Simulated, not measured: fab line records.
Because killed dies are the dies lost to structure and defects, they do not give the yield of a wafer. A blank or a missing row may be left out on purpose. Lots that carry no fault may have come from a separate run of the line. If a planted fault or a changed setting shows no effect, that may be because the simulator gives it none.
Matching of chambers | flow nandHarc | NHARC_P_M0_ETCH_15 on rieDiel-12 has 4 sister chambers
The step etches the open film in C4F8/Ar, target depth 150 nm, overetch 15 nm, time 82.5 s. 8 wafers are shown with their chamber, then 7 later ones without.

EACH WAFER AND ITS CHAMBER
wafer  | chamber | rfVppV (V) | runLengthS (s)
L482.1 | 1       | 446.1      | 104.5
L484.5 | 1       | 443.9      | 104.9
L486.3 | 2       | 436.0      | 104.1
L487.3 | 0       | 440.8      | 103.9
L487.4 | 3       | 444.6      | 103.5
L487.5 | 0       | 440.3      | 104.1
L489.2 | 3       | 444.3      | 103.9
L489.3 | 2       | 435.7      | 103.7

WAFERS WITH NO CHAMBER GIVEN
wafer  | rfVppV (V) | runLengthS (s)
L489.5 | 444.7      | 103.9
L502.1 | 435.7      | 104.4
L502.2 | 444.9      | 104.6
L502.3 | 439.7      | 104.2
L503.3 | 441.2      | 103.9
L503.5 | 439.4      | 104.7
L503.6 | 445.1      | 104.7

WHICH CHAMBER EACH ONE RAN IN
wafer  | from the rows above | in truth
L489.5 | 3                   | 3
L502.1 | 2                   | 2
L502.2 | 1                   | 1
L502.3 | 0                   | 0
L503.3 | 0                   | 0
L503.5 | 0                   | 0
L503.6 | 1                   | 1
Correct placement for 7 of the 7. From these rows, 0 cannot be placed. Number placed wrongly: 0.
How it was worked out, from the rows above alone: a wafer's distance from a chamber is the root of the sum, over the readings, of the square of ((its reading less the chamber's mean) divided by the reading's scatter). The wafer belongs to the nearest chamber; if the next one is less than 2 further off, it can't be placed. For every chamber, the mean is computed from those of its wafers that are shown. The scatter is the square root of a quotient: the sum, over the shown wafers, of each reading's squared deviation from its chamber's mean, divided by wafers minus chambers.
